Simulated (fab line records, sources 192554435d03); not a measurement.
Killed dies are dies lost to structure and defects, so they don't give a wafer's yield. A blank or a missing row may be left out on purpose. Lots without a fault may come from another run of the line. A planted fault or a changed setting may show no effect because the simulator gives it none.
Chamber matching | flow n5_finfet | N5_BEOL_M7_ALD_77 on ald_metal-04: 4 sister chambers
The step deposits TaN, target thk 2 nm, pulse time 2 s, purge time 3 s. 4 wafers are shown with their chamber, then 7 later ones without.

WAFERS WITH THEIR CHAMBER
wafer  | chamber | heater_power_w (W)
L321.4 | 3       | 466
L321.5 | 1       | 333
L329.2 | 2       | 399
L329.4 | 0       | 414

WAFERS WITHOUT THEIR CHAMBER
wafer  | heater_power_w (W)
L329.6 | 456
L330.1 | 419
L330.4 | 403
L330.5 | 346
L332.4 | 336
L332.5 | 409
L332.6 | 342

WHICH CHAMBER EACH WENT THROUGH
wafer  | from the rows above     | in truth
L329.6 | 3                       | 3
L330.1 | can't be placed: 0 or 2 | 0
L330.4 | can't be placed: 2 or 0 | 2
L330.5 | 1                       | 1
L332.4 | 1                       | 1
L332.5 | can't be placed: 0 or 2 | 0
L332.6 | 1                       | 1
Placed correctly: 4 of 7. Can't be placed from these rows: 3 (the true chamber is among the candidates in 3). Placed wrongly: 0.
How it was worked out, from the rows above alone: a wafer's distance from a chamber is the root of the sum, over the readings, of the square of ((its reading less the chamber's mean) divided by the reading's scatter). The wafer belongs to the nearest chamber; if the next one is less than 2 further off, it can't be placed. A chamber's mean is the mean of its shown wafers. The scatter: with one shown wafer a chamber, the root of the mean of the squares of how far each hidden wafer lies from its nearest shown one.
